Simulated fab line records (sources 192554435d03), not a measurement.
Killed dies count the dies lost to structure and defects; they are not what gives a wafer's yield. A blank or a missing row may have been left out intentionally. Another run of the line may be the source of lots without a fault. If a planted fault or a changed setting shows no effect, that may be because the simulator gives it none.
fab line records + flow n5Finfet
record
- lots=7
- wafers=18
- lastDay=18
route steps=1938 shown DUMMY_GATE@234
lots that met no fault: taken from a fault-free run of the same line
startH: the number of hours between the record's first day and the start of the first shown wafer of the lot + waitH: how many hours have passed since the lot's step before this one + " unchanged from the row above + L1.1+2: one row covering several wafers at once + - value missing, or start not given + * or withheld: withheld + < > ~ a bound
route shown NAME@n: a module of which the file shows steps, and the number in the route of the first + usual: mean and standard deviation over wafers with no fault + same: alike in all rows + chamber/n: place in a boat + sites: each site's reading + _std_site: the values' standard deviation + _edge_site: mean of outer sites minus mean of inner sites + radiusMm: how far each site lies from the wafer's centre + mask NAME#n: copy n + behind: the most recent tool/chamber to have shaped the wafer + hold: the reason the lot was held/the length of the hold in hours/how it ended + device: transistor that didn't switch, given as n, p or np + end of line: tests of these same wafers at the route's end + where a step has no rows: the recipe by itself + killed: the dies lost at the first sort to structure and to defects; this is not the yield of the wafer + map: a wafer's dies, x killed, . not, _ none there
set.NAME: the setting that was run; set.NAME@STEP: the one run at that earlier step + model.NAME: the simulator's own value behind a step, which no gauge read
lots seen at some steps along the route; tables by step, rows by wafer
services: a tool's chamber out of use, with start hour (startH, from the record's first day; less than 0 if before it), hours out, and reason
## steps
# step N5_DUMMY_GATE_DESCUM_20
# recipe
- chemistry=O2
- timeS=6.2
- sourcePowerW=50
- biasPowerW=20
- pressureMtorr=20
- rfFrequencyHz=2.712e+07
- tempC=40
- resist=CAR-EUV
- o2FlowSccm=225
# usual
- chamberPressureMTorr=19.999/0.026
- drypumpMotorCurrentA=5.81/0.29
- oesProductAu=0.78/0.08
- rfVppV=242.5/1.2
- showerheadPlenumPTorr=2.05/0.055
- throttleValvePct=20.44/0.19
| lot.wafer | tool       | chamber | startH | waitH | chamberPressureMTorr | drypumpMotorCurrentA | oesProductAu | rfHoursCounterH | rfVppV | showerheadPlenumPTorr | throttleValvePct |
|-----------|------------|---------|--------|-------|----------------------|----------------------|--------------|-----------------|--------|-----------------------|------------------|
| L617.1    | rieDiel-05 | 2       | 91.80  | 0.0   | 19.969               | 5.33                 | 0.75         | 167             | 242.6  | 2.06                  | 20.28            |
| L617.2    | "          | 3       | "      | "     | 19.994               | 5.94                 | 0.86         | 40              | 243.7  | 2.14                  | 20.60            |
| L617.5    | "          | 1       | "      | "     | 20.024               | 5.79                 | 0.76         | -               | 246.0  | 2.19                  | 20.38            |
| L619.1    | rieDiel-03 | 0       | 102.49 | 0.0   | 20.000               | 6.37                 | 0.67         | 247             | 242.8  | 2.07                  | 20.75            |
| L619.5    | "          | 0       | "      | "     | 20.010               | 6.38                 | 0.67         | -               | 241.1  | 2.07                  | 20.75            |
| L619.6    | "          | 1       | "      | "     | 20.008               | 5.97                 | 0.79         | -               | 240.6  | 2.09                  | 20.25            |
| L621.2    | rieDiel-03 | 2       | 112.39 | 0.0   | 20.053               | 6.08                 | 0.71         | 176             | 240.8  | 1.99                  | 20.35            |
| L621.6    | "          | 0       | "      | "     | 19.989               | 6.42                 | 0.67         | -               | 243.2  | 2.07                  | 20.74            |
| L623.2    | rieDiel-06 | 0       | 125.38 | 0.0   | 20.019               | 5.56                 | 0.89         | 22              | 242.3  | 2.05                  | 20.20            |
| L623.5    | "          | 0       | "      | "     | 20.008               | 5.55                 | 0.90         | -               | 242.3  | 2.05                  | 20.20            |
| L624.5    | rieDiel-03 | 1       | 130.02 | 0.1   | 20.003               | 6.01                 | 0.78         | -               | 243.6  | 2.09                  | 20.24            |
| L624.6    | "          | 3       | "      | "     | 19.995               | 5.71                 | 0.78         | -               | 241.2  | 2.00                  | 20.56            |
| L630.2    | rieDiel-03 | 0       | 166.24 | 0.0   | 19.958               | 6.38                 | 0.96         | 4               | 244.0  | 2.07                  | 20.39            |
| L630.4    | "          | 3       | "      | "     | 20.005               | 5.70                 | 0.77         | 167             | 242.1  | 1.99                  | 20.60            |
| L630.6    | "          | 2       | "      | "     | 20.024               | 6.05                 | 0.70         | -               | 241.0  | 1.99                  | 20.39            |
| L631.1    | rieDiel-06 | 2       | 175.07 | 0.0   | 19.974               | 5.32                 | 0.68         | 253             | 240.5  | 2.00                  | 20.90            |
| L631.2    | "          | 0       | "      | "     | 20.019               | 5.56                 | 0.87         | 34              | 243.4  | 2.05                  | 20.21            |
| L631.3    | "          | 1       | "      | "     | 19.995               | 5.61                 | 0.75         | 164             | 241.4  | 2.02                  | 20.54            |
# step N5_DUMMY_GATE_ETCH_29
# recipe
- chemistry=N2/H2
- target=underlayer
- targetDepthA=130
- ionEnergyEv=200
- pressureMtorr=30
- sourceW=840
- biasW=150
- n2FlowSccm=200
- h2FlowSccm=200
# usual
- chamberPressureMTorr=29.997/0.027
- drypumpMotorCurrentA=5.81/0.29
- oesProductAu=0.79/0.08
- rfVppV=522.5/2.1
- showerheadPlenumPTorr=2.50/0.07
- throttleValvePct=17.94/0.21
| lot.wafer | tool       | chamber | startH | waitH | chamberPressureMTorr | drypumpMotorCurrentA | oesProductAu | rfHoursCounterH | rfVppV | showerheadPlenumPTorr | throttleValvePct |
|-----------|------------|---------|--------|-------|----------------------|----------------------|--------------|-----------------|--------|-----------------------|------------------|
| L617.1    | rieDiel-05 | 2       | 91.87  | 0.0   | 30.048               | 5.32                 | 0.72         | 167             | 524.0  | 2.50                  | 17.64            |
| L617.2    | "          | 3       | "      | "     | 29.994               | 5.95                 | 0.84         | 40              | 527.2  | 2.61                  | 18.16            |
| L617.5    | "          | 1       | "      | "     | 30.001               | 5.77                 | 0.79         | -               | 526.9  | 2.66                  | 17.78            |
| L619.1    | rieDiel-03 | 0       | 102.55 | 0.0   | 29.956               | 6.43                 | 0.67         | 247             | 521.9  | 2.48                  | 18.00            |
| L619.5    | "          | 0       | "      | "     | 29.990               | 6.44                 | 0.67         | -               | 523.4  | 2.48                  | 18.03            |
| L619.6    | "          | 1       | "      | "     | 29.975               | 5.96                 | 0.82         | -               | 525.0  | 2.57                  | 17.97            |
| L621.2    | rieDiel-03 | 2       | 112.46 | 0.0   | 30.004               | 6.05                 | 0.72         | 176             | 521.1  | 2.43                  | 17.78            |
| L621.6    | "          | 0       | "      | "     | 30.024               | 6.43                 | 0.66         | -               | 523.0  | 2.48                  | 18.04            |
| L623.2    | rieDiel-06 | 0       | 125.44 | 0.0   | 29.938               | 5.57                 | 0.90         | 22              | 522.5  | 2.49                  | 17.68            |
| L623.5    | "          | 0       | "      | "     | 30.016               | 5.56                 | 0.91         | -               | 523.3  | 2.49                  | 17.68            |
| L624.5    | rieDiel-03 | 1       | 130.08 | 0.0   | 29.972               | 5.98                 | 0.81         | -               | 524.6  | 2.57                  | 17.99            |
| L624.6    | "          | 3       | "      | "     | 30.016               | 5.70                 | 0.77         | -               | 521.0  | 2.45                  | 18.13            |
| L630.2    | rieDiel-03 | 0       | 166.31 | 0.0   | 29.977               | 6.40                 | 0.95         | 4               | 522.0  | 2.48                  | 17.61            |
| L630.4    | "          | 3       | "      | "     | 29.982               | 5.71                 | 0.76         | 167             | 521.5  | 2.44                  | 18.16            |
| L630.6    | "          | 2       | "      | "     | 29.977               | 6.05                 | 0.71         | -               | 519.8  | 2.42                  | 17.81            |
| L631.1    | rieDiel-06 | 2       | 175.13 | 0.0   | 29.975               | 5.35                 | 0.71         | 253             | 519.3  | 2.42                  | 18.41            |
| L631.2    | "          | 0       | "      | "     | 29.992               | 5.57                 | 0.88         | 34              | 522.6  | 2.48                  | 17.70            |
| L631.3    | "          | 1       | "      | "     | 29.986               | 5.67                 | 0.76         | 164             | 520.2  | 2.45                  | 18.01            |
# step N5_DUMMY_GATE_ETCH_36
# recipe
- chemistry=CF4
- target=SiARC
- targetDepthA=130
- pressureMtorr=40
- sourceW=545
- biasW=36
- Ar_flow_sccm=100
- cf4FlowSccm=100
- ionEnergyEv=80
# step N5_DUMMY_GATE_ETCH_37
# recipe
- chemistry=N2/H2
- target=SOC
- targetDepthA=600
- overetchA=300
- tempC=40
- ionEnergyEv=200
- pressureMtorr=30
- sourceW=840
- biasW=150
- n2FlowSccm=200
- h2FlowSccm=200
# usual
- chamberPressureMTorr=29.999/0.029
- drypumpMotorCurrentA=5.81/0.3
- oesProductAu=0.62/0.062
- rfVppV=522.6/2.1
- showerheadPlenumPTorr=2.50/0.07
- throttleValvePct=17.87/0.21
| lot.wafer | tool       | chamber | startH | waitH | chamberPressureMTorr | drypumpMotorCurrentA | oesProductAu | rfHoursCounterH | rfVppV | showerheadPlenumPTorr | throttleValvePct |
|-----------|------------|---------|--------|-------|----------------------|----------------------|--------------|-----------------|--------|-----------------------|------------------|
| L617.1    | rieDiel-05 | 2       | 91.95  | 0.0   | 30.046               | 5.33                 | 0.59         | 167             | 522.8  | 2.50                  | 17.58            |
| L617.2    | "          | 3       | "      | "     | 29.984               | 6.03                 | 0.69         | 40              | 526.9  | 2.61                  | 18.09            |
| L617.5    | "          | 1       | "      | "     | 29.999               | 5.80                 | 0.61         | -               | 527.4  | 2.66                  | 17.72            |
| L619.1    | rieDiel-03 | 0       | 102.63 | 0.0   | 29.948               | 6.45                 | 0.55         | 247             | 523.1  | 2.48                  | 17.95            |
| L619.5    | "          | 0       | "      | "     | 30.022               | 6.41                 | 0.55         | -               | 522.3  | 2.48                  | 17.95            |
| L619.6    | "          | 1       | "      | "     | 29.957               | 5.97                 | 0.63         | -               | 525.6  | 2.57                  | 17.91            |
| L621.2    | rieDiel-03 | 2       | 112.54 | 0.0   | 29.988               | 6.07                 | 0.56         | 176             | 520.6  | 2.43                  | 17.72            |
| L621.6    | "          | 0       | "      | "     | 29.965               | 6.40                 | 0.55         | -               | 523.2  | 2.48                  | 17.96            |
| L623.2    | rieDiel-06 | 0       | 125.52 | 0.0   | 30.043               | 5.55                 | 0.71         | 22              | 522.1  | 2.49                  | 17.60            |
| L623.5    | "          | 0       | "      | "     | 29.966               | 5.55                 | 0.72         | -               | 522.1  | 2.49                  | 17.61            |
| L624.5    | rieDiel-03 | 1       | 130.16 | 0.0   | 30.004               | 5.99                 | 0.62         | -               | 524.8  | 2.57                  | 17.91            |
| L624.6    | "          | 3       | "      | "     | 30.003               | 5.71                 | 0.62         | -               | 520.5  | 2.45                  | 18.07            |
| L630.2    | rieDiel-03 | 0       | 166.39 | 0.0   | 29.986               | 6.44                 | 0.75         | 4               | 522.3  | 2.48                  | 17.53            |
| L630.4    | "          | 3       | "      | "     | 29.973               | 5.70                 | 0.61         | 167             | 521.2  | 2.44                  | 18.10            |
| L630.6    | "          | 2       | "      | "     | 30.050               | 6.07                 | 0.56         | -               | 520.3  | 2.42                  | 17.75            |
| L631.1    | rieDiel-06 | 2       | 175.21 | 0.0   | 29.953               | 5.33                 | 0.54         | 253             | 520.0  | 2.42                  | 18.31            |
| L631.2    | "          | 0       | "      | "     | 30.013               | 5.59                 | 0.70         | 34              | 523.1  | 2.48                  | 17.64            |
| L631.3    | "          | 1       | "      | "     | 29.995               | 5.65                 | 0.60         | 164             | 520.8  | 2.45                  | 17.95            |
# step N5_DUMMY_GATE_STRIP_38
# recipe
- chemistry=N2/H2
- tempC=40
- n2FlowSccm=200
- h2FlowSccm=200
- rfFrequencyHz=6e+07
# step N5_DUMMY_GATE_STRIP_39
# recipe
- chemistry=N2/H2
- tempC=40
- n2FlowSccm=200
- h2FlowSccm=200
- rfFrequencyHz=6e+07
# step N5_DUMMY_GATE_TRIM_49
# recipe
- chemistry=O2
- resist=SOC
- timeS=29
- targetCdNm=14
- sourcePowerW=300
- biasPowerW=0
- O2_flow_sccm=100
- tempC=20
# usual
- chamberPressureMTorr=60.00/0.054
- drypumpMotorCurrentA=5.30/0.26
- oesProductAu=0.992/0.014
- throttleValvePct=8.20/0.1
| lot.wafer | tool     | chamber | startH | waitH | chamberPressureMTorr | drypumpMotorCurrentA | oesProductAu | rfHoursCounterH | throttleValvePct |
|-----------|----------|---------|--------|-------|----------------------|----------------------|--------------|-----------------|------------------|
| L617.1    | rieSi-03 | 3       | 92.03  | 0.0   | 60.08                | 4.96                 | 0.995        | 63              | 8.23             |
| L617.2    | "        | 0       | "      | "     | 59.94                | 5.44                 | 0.994        | 169             | 8.07             |
| L617.5    | "        | 3       | "      | "     | 60.08                | 4.95                 | 1.000        | -               | 8.24             |
| L619.1    | rieSi-03 | 3       | 102.71 | 0.0   | 59.94                | 4.93                 | 0.989        | 63              | 8.23             |
| L619.5    | "        | 2       | "      | "     | 60.02                | 5.24                 | 0.978        | -               | 8.29             |
| L619.6    | "        | 3       | "      | "     | 60.03                | 4.94                 | 0.985        | -               | 8.22             |
| L621.2    | rieSi-01 | 1       | 112.62 | 0.0   | 59.95                | 4.86                 | 1.020        | 84              | 8.24             |
| L621.6    | "        | 2       | "      | "     | 59.94                | 5.34                 | 0.998        | -               | 8.28             |
| L623.2    | rieSi-05 | 3       | 125.60 | 0.0   | 59.87                | 5.72                 | 1.000        | 6               | 8.16             |
| L623.5    | "        | 0       | "      | "     | 59.94                | 5.04                 | 0.983        | -               | 8.34             |
| L624.5    | rieSi-03 | 2       | 130.26 | 0.1   | 59.99                | 5.26                 | 0.978        | -               | 8.28             |
| L624.6    | "        | 3       | "      | "     | 59.96                | 4.96                 | 0.999        | -               | 8.23             |
| L630.2    | rieSi-01 | 3       | 166.47 | 0.0   | 60.05                | 5.51                 | 1.001        | 0               | 8.05             |
| L630.4    | "        | 0       | "      | "     | 59.93                | 5.55                 | 1.004        | 102             | 8.12             |
| L630.6    | "        | 1       | "      | "     | 59.93                | 4.82                 | 0.988        | -               | 8.23             |
| L631.1    | rieSi-03 | 0       | 175.30 | 0.0   | 59.92                | 5.45                 | 0.992        | 171             | 8.07             |
| L631.2    | "        | 3       | "      | "     | 59.98                | 4.97                 | 0.995        | 65              | 8.22             |
| L631.3    | "        | 2       | "      | "     | 60.01                | 5.25                 | 0.982        | 95              | 8.28             |
# step N5_DUMMY_GATE_STRIP_40
# recipe
- chemistry=CF4
- resist=SiARC
- powerW=300
- biasPowerW=75
- pressureMtorr=50
- cf4FlowSccm=150
- rfFrequencyHz=6e+07
# usual
- chamberPressureMTorr=49.99/0.058
- drypumpMotorCurrentA=5.80/0.29
- oesProductAu=0.77/0.071
- rfVppV=270.7/1.5
- showerheadPlenumPTorr=1.78/0.058
- throttleValvePct=13.67/0.21
| lot.wafer | tool       | chamber | startH | waitH | chamberPressureMTorr | drypumpMotorCurrentA | oesProductAu | rfHoursCounterH | rfVppV | showerheadPlenumPTorr | throttleValvePct |
|-----------|------------|---------|--------|-------|----------------------|----------------------|--------------|-----------------|--------|-----------------------|------------------|
| L617.1    | rieDiel-06 | 3       | 92.13  | 0.1   | 49.87                | 5.87                 | 0.78         | 115             | 268.5  | 1.74                  | 13.51            |
| L617.2    | "          | 2       | "      | "     | 50.06                | 5.35                 | 0.70         | 230             | 270.3  | 1.72                  | 13.94            |
| L617.5    | "          | 0       | "      | "     | 50.07                | 5.57                 | 0.92         | -               | 270.4  | 1.77                  | 13.19            |
| L619.1    | rieDiel-05 | 1       | 102.81 | 0.1   | 49.93                | 5.77                 | 0.76         | 136             | 274.5  | 1.89                  | 13.63            |
| L619.5    | "          | 3       | "      | "     | 50.04                | 5.96                 | 0.85         | -               | 272.1  | 1.83                  | 13.66            |
| L619.6    | "          | 1       | "      | "     | 49.92                | 5.79                 | 0.76         | -               | 273.9  | 1.89                  | 13.62            |
| L621.2    | rieDiel-05 | 2       | 112.91 | 0.3   | 50.00                | 5.34                 | 0.74         | 175             | 271.0  | 1.79                  | 13.73            |
| L621.6    | "          | 2       | "      | "     | 49.99                | 5.32                 | 0.73         | -               | 271.2  | 1.79                  | 13.71            |
| L623.2    | rieDiel-06 | 0       | 125.70 | 0.1   | 50.06                | 5.56                 | 0.91         | 22              | 269.9  | 1.76                  | 13.21            |
| L623.5    | "          | 2       | "      | "     | 50.04                | 5.33                 | 0.68         | -               | 269.6  | 1.71                  | 13.95            |
| L624.5    | rieDiel-03 | 3       | 130.33 | 0.0   | 49.98                | 5.68                 | 0.78         | -               | 269.5  | 1.74                  | 13.89            |
| L624.6    | "          | 2       | "      | "     | 49.98                | 6.01                 | 0.70         | -               | 270.1  | 1.71                  | 13.53            |
| L630.2    | rieDiel-05 | 3       | 166.57 | 0.1   | 50.03                | 5.90                 | 0.82         | 63              | 272.7  | 1.83                  | 13.69            |
| L630.4    | "          | 2       | "      | "     | 50.04                | 5.32                 | 0.72         | 189             | 272.2  | 1.79                  | 13.75            |
| L630.6    | "          | 2       | "      | "     | 50.02                | 5.32                 | 0.73         | -               | 271.8  | 1.79                  | 13.75            |
| L631.1    | rieDiel-03 | 0       | 175.40 | 0.1   | 49.97                | 6.41                 | 0.92         | 7               | 272.5  | 1.76                  | 13.29            |
| L631.2    | "          | 2       | "      | "     | 50.02                | 6.05                 | 0.69         | 198             | 269.3  | 1.70                  | 13.56            |
| L631.3    | "          | 3       | "      | "     | 50.03                | 5.71                 | 0.75         | 170             | 270.4  | 1.74                  | 13.90            |
# step N5_DUMMY_GATE_CD_MEAS_50
# recipe
- targetCdNm=14
# usual
- cdNm=14.0/0.45
| lot.wafer | tool     | chamber | startH | waitH | cdNm |
|-----------|----------|---------|--------|-------|------|
| L617.1    | cdSem-03 | -       | 92.18  | 0.0   | 14.0 |
| L617.2    | "        | -       | "      | "     | 14.6 |
| L617.5    | "        | -       | "      | "     | 14.6 |
| L619.1    | cdSem-02 | -       | 102.86 | 0.0   | 14.7 |
| L619.5    | "        | -       | "      | "     | 14.0 |
| L619.6    | "        | -       | "      | "     | 14.0 |
| L621.2    | cdSem-01 | -       | 112.96 | 0.0   | 14.8 |
| L621.6    | "        | -       | "      | "     | 14.0 |
| L623.2    | cdSem-01 | -       | 125.75 | 0.0   | 13.6 |
| L623.5    | "        | -       | "      | "     | 13.4 |
| L624.5    | cdSem-03 | -       | 130.38 | 0.0   | 13.6 |
| L624.6    | "        | -       | "      | "     | 13.9 |
| L630.2    | cdSem-03 | -       | 166.62 | 0.0   | 14.2 |
| L630.4    | "        | -       | "      | "     | 14.5 |
| L630.6    | "        | -       | "      | "     | 14.8 |
| L631.1    | cdSem-02 | -       | 175.45 | 0.0   | 14.2 |
| L631.2    | "        | -       | "      | "     | 14.1 |
| L631.3    | "        | -       | "      | "     | 13.8 |
# step N5_DUMMY_GATE_ETCH_31
# recipe
- chemistry=C4F6/O2
- target=SiO2
- maskMaterial=SOC
- targetDepthA=825
- timeS=27.5
- ionEnergyEv=250
- pressureMtorr=30
- sourceW=345
- biasW=185
- Ar_flow_sccm=300
- C4F6_flow_sccm=10
- O2_flow_sccm=10
# step N5_DUMMY_GATE_STRIP_41
# recipe
- chemistry=O2
- powerW=400
- tempC=40
- pressureMtorr=30
- rfFrequencyHz=6e+07
- biasPowerW=0
- overashFraction=0.3
- o2FlowSccm=225
# step N5_DUMMY_GATE_HM_OPEN_21
# recipe
- chemistry=CH3F/O2
- target=SiNx
- targetDepthA=1200
- Ar_flow_sccm=150
- CH3F_flow_sccm=30
- O2_flow_sccm=23
- timeS=171.4
- pressureMtorr=30
- sourceW=395
- biasW=73
- ionEnergyEv=120.7
# step N5_DUMMY_GATE_ETCH_32
# recipe
- chemistry=CF4
- target=SiO2
- targetDepthA=35
- timeS=3.9
- ionEnergyEv=350
- pressureMtorr=10
- icpW=800
- biasW=400
- cf4FlowSccm=80
# usual
- chamberPressureMTorr=9.999/0.0097
- drypumpMotorCurrentA=5.33/0.27
- oesProductAu=0.990/0.021
- throttleValvePct=21.92/0.28
| lot.wafer | tool     | chamber | startH | waitH | chamberPressureMTorr | drypumpMotorCurrentA | oesProductAu | rfHoursCounterH | throttleValvePct | model.etch.depthNm | model.SiO2_of_DUMMY_GATE_PECVD_30.thkNm |
|-----------|----------|---------|--------|-------|----------------------|----------------------|--------------|-----------------|------------------|--------------------|-----------------------------------------|
| L617.1    | rieSi-01 | 0       | 92.48  | 0.1   | 9.996                | 5.53                 | 1.003        | 100             | 21.77            | 3.518              | 41.2                                    |
| L617.2    | "        | 1       | "      | "     | 10.002               | 4.83                 | 0.965        | 84              | 22.26            | 3.311              | 40.8                                    |
| L617.5    | "        | 2       | "      | "     | 9.997                | 5.31                 | 0.970        | -               | 22.24            | 3.374              | 42                                      |
| L619.1    | rieSi-05 | 1       | 103.16 | 0.1   | 9.995                | 5.54                 | 0.982        | 180             | 21.52            | 3.503              | 41.2                                    |
| L619.5    | "        | 3       | "      | "     | 9.998                | 5.73                 | 1.005        | -               | 21.87            | 3.537              | 41.4                                    |
| L619.6    | "        | 2       | "      | "     | 10.002               | 5.46                 | 0.968        | -               | 22.15            | 3.387              | 41.6                                    |
| L621.2    | rieSi-01 | 1       | 113.25 | 0.1   | 9.995                | 4.85                 | 1.250        | 84              | 22.38            | 4.958              | 40                                      |
| L621.6    | "        | 2       | "      | "     | 10.004               | 5.32                 | 0.971        | -               | 22.22            | 3.375              | 41.4                                    |
| L623.2    | rieSi-01 | 3       | 126.04 | 0.1   | 9.993                | 5.52                 | 1.340        | 194             | 21.63            | 5.38               | 39.4                                    |
| L623.5    | "        | 2       | "      | "     | 9.993                | 5.35                 | 1.264        | -               | 22.31            | 5.007              | 40.8                                    |
| L624.5    | rieSi-01 | 1       | 130.68 | 0.0   | 10.006               | 4.86                 | 1.263        | -               | 22.41            | 5.011              | 41.4                                    |
| L624.6    | "        | 0       | "      | "     | 10.000               | 5.55                 | 1.003        | -               | 21.77            | 3.493              | 43.2                                    |
| L630.2    | rieSi-03 | 1       | 166.91 | 0.1   | 10.000               | 5.40                 | 0.969        | 8               | 21.37            | 3.458              | 41.4                                    |
| L630.4    | "        | 0       | "      | "     | 10.010               | 5.41                 | 1.007        | 170             | 21.69            | 3.541              | 43.4                                    |
| L630.6    | "        | 3       | "      | "     | 10.007               | 4.94                 | 0.983        | -               | 21.94            | 3.405              | 43.8                                    |
| L631.1    | rieSi-05 | 0       | 175.74 | 0.1   | 10.008               | 5.04                 | 0.981        | 170             | 22.00            | 3.44               | 41.4                                    |
| L631.2    | "        | 3       | "      | "     | 9.999                | 5.71                 | 1.004        | 7               | 21.88            | 3.518              | 40.6                                    |
| L631.3    | "        | 1       | "      | "     | 10.013               | 5.55                 | 0.978        | 182             | 21.54            | 3.45               | 40.8                                    |
# step N5_DUMMY_GATE_ETCH_23
# recipe
- chemistry=HBr/Cl2/O2
- HBr_flow_sccm=150
- Cl2_flow_sccm=80
- O2_flow_sccm=12
- biasW=102
- targetDepthA=410
- timeS=22.3
- target=poly-Si
- maskMaterial=SiO2
- pressureMtorr=10
- icpW=800
# step N5_DUMMY_GATE_ETCH_44
# recipe
- chemistry=HBr/O2
- overEtchFrac=0.7
- targetDepthA=1275
- stopOn=SiO2
- ionEnergyEv=60
- biasW=20
- target=poly-Si
- maskMaterial=SiO2
- pressureMtorr=20
- icpW=400
- HBr_flow_sccm=120
- O2_flow_sccm=10
# usual
- chamberPressureMTorr=20.002/0.019
- drypumpMotorCurrentA=5.33/0.27
- oesProductAu=0.722/0.011
- throttleValvePct=18.57/0.19
| lot.wafer | tool     | chamber | startH | waitH | chamberPressureMTorr | drypumpMotorCurrentA | oesProductAu | rfHoursCounterH | throttleValvePct | model.SiO2_of_DUMMY_GATE_PECVD_30.thkNm |
|-----------|----------|---------|--------|-------|----------------------|----------------------|--------------|-----------------|------------------|-----------------------------------------|
| L617.1    | rieSi-01 | 0       | 92.56  | 0.0   | 20.029               | 5.52                 | 0.728        | 100             | 18.47            | 37.6                                    |
| L617.2    | "        | 1       | "      | "     | 19.962               | 4.88                 | 0.722        | 84              | 18.66            | 37.2                                    |
| L617.5    | "        | 2       | "      | "     | 19.989               | 5.35                 | 0.728        | -               | 18.82            | 38.6                                    |
| L619.1    | rieSi-05 | 1       | 103.25 | 0.0   | 20.015               | 5.56                 | 0.717        | 180             | 18.32            | 37.6                                    |
| L619.5    | "        | 3       | "      | "     | 20.004               | 5.66                 | 0.732        | -               | 18.67            | 38                                      |
| L619.6    | "        | 2       | "      | "     | 20.038               | 5.44                 | 0.704        | -               | 18.83            | 38                                      |
| L621.2    | rieSi-01 | 1       | 113.34 | 0.0   | 19.987               | 4.83                 | 0.704        | 84              | 18.66            | 36.4                                    |
| L621.6    | "        | 2       | "      | "     | 20.010               | 5.33                 | 0.720        | -               | 18.80            | 38                                      |
| L623.2    | rieSi-01 | 3       | 126.13 | 0.0   | 19.979               | 5.53                 | 0.720        | 194             | 18.57            | 35.6                                    |
| L623.5    | "        | 2       | "      | "     | 20.035               | 5.34                 | 0.706        | -               | 18.80            | 37.4                                    |
| L624.5    | rieSi-01 | 1       | 130.79 | 0.0   | 20.014               | 4.84                 | 0.713        | -               | 18.67            | 38                                      |
| L624.6    | "        | 0       | "      | "     | 19.985               | 5.52                 | 0.726        | -               | 18.45            | 39.6                                    |
| L630.2    | rieSi-03 | 1       | 167.00 | 0.0   | 20.005               | 5.43                 | 0.708        | 8               | 18.17            | 38.2                                    |
| L630.4    | "        | 0       | "      | "     | 19.995               | 5.42                 | 0.717        | 170             | 18.19            | 39.8                                    |
| L630.6    | "        | 3       | "      | "     | 19.976               | 4.97                 | 0.727        | -               | 18.49            | 40.4                                    |
| L631.1    | rieSi-05 | 0       | 175.83 | 0.0   | 20.041               | 5.06                 | 0.725        | 170             | 18.57            | 38                                      |
| L631.2    | "        | 3       | "      | "     | 20.021               | 5.73                 | 0.738        | 7               | 18.68            | 37.2                                    |
| L631.3    | "        | 1       | "      | "     | 20.015               | 5.56                 | 0.718        | 182             | 18.31            | 37.4                                    |
# step N5_DUMMY_GATE_CD_MEAS_24
# recipe
- targetCdNm=15
# usual
- cdNm=15.1/0.49
| lot.wafer | tool     | chamber | startH | waitH | cdNm |
|-----------|----------|---------|--------|-------|------|
| L617.1    | cdSem-03 | -       | 92.67  | 0.1   | 15.3 |
| L617.2    | "        | -       | "      | "     | 15.6 |
| L617.5    | "        | -       | "      | "     | 15.9 |
| L619.1    | cdSem-03 | -       | 103.36 | 0.1   | 15.6 |
| L619.5    | "        | -       | "      | "     | 15.1 |
| L619.6    | "        | -       | "      | "     | 14.9 |
| L621.2    | cdSem-01 | -       | 113.46 | 0.1   | 15.4 |
| L621.6    | "        | -       | "      | "     | 15.3 |
| L623.2    | cdSem-03 | -       | 126.25 | 0.1   | 14.6 |
| L623.5    | "        | -       | "      | "     | 14.7 |
| L624.5    | cdSem-02 | -       | 130.87 | 0.0   | 14.9 |
| L624.6    | "        | -       | "      | "     | 14.6 |
| L630.2    | cdSem-02 | -       | 167.12 | 0.1   | 16.0 |
| L630.4    | "        | -       | "      | "     | 15.7 |
| L630.6    | "        | -       | "      | "     | 15.8 |
| L631.1    | cdSem-03 | -       | 175.94 | 0.1   | 15.6 |
| L631.2    | "        | -       | "      | "     | 15.3 |
| L631.3    | "        | -       | "      | "     | 14.8 |
## services
| tool       | chamber | startH | hours | kind                        |
|------------|---------|--------|-------|-----------------------------|
| rieDiel-05 | 2       | 75.18  | 5.8   | repair                      |
| rieDiel-05 | 0       | 87.02  | 11.6  | repair                      |
| rieDiel-06 | -       | 90.88  | 0.7   | repair                      |
| rieDiel-05 | 0       | 98.68  | -     | clean                       |
| rieDiel-05 | 0       | 98.68  | -     | consumableReplace:focusRing |
| rieDiel-05 | 0       | 98.68  | 32.0  | scheduledDown               |
| rieDiel-05 | 0       | 98.68  | 32.0  | ventCycle                   |
| rieDiel-03 | 0       | 116.90 | -     | clean                       |
| rieDiel-03 | 0       | 116.90 | -     | consumableReplace:esc       |
| rieDiel-03 | 0       | 116.90 | -     | consumableReplace:focusRing |
| rieDiel-03 | 0       | 116.90 | 35.8  | scheduledDown               |
| rieDiel-03 | 0       | 116.90 | 35.8  | ventCycle                   |
| rieSi-01   | -       | 117.01 | 2.8   | pm                          |
| rieSi-01   | 3       | 149.30 | -     | clean                       |
| rieSi-01   | 3       | 149.30 | 16.9  | scheduledDown               |
| rieSi-01   | 3       | 149.30 | 16.9  | ventCycle                   |
| rieDiel-03 | 1       | 154.43 | 5.8   | repair                      |
| rieDiel-06 | 3       | 165.87 | 11.5  | repair                      |
## key
firstSign
- step=N5_DUMMY_GATE_ETCH_32
- reading=oesProductAu
- direction=up
- sigmas=13
- usual=0.990
- struck=1.279
effect none on later readings
modelEffect
- step=N5_DUMMY_GATE_ETCH_32
- value=etch.depthNm
- without=3.439
- struck=5.089
modelEffect
- step=N5_DUMMY_GATE_ETCH_44
- value=SiO2_of_DUMMY_GATE_PECVD_30.thkNm
- without=38.5
- struck=36.85
metAt N5_DUMMY_GATE_ETCH_32
struckWafers L621.2,L623.2,L623.5,L624.5
testerLeftOut L621,L623,L624
onsetBetween 92.48 113.25
fault
- kind=processParameterDrift
- tool=rieSi-01
- chamber=-
- onsetH=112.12
- steps=N5_DUMMY_GATE_ETCH_32
- channel=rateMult
- offset=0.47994
- shape=step
- endH=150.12
- scope=struckWafersOnly
# testerLeftOut: of these lots the tester's yield and bins aren't shown, on N5 and GAA mostly nor the transistor test; their killed dies are dies lost to structure and defects alone, not to doping, threshold or leakage, so they don't give the yield
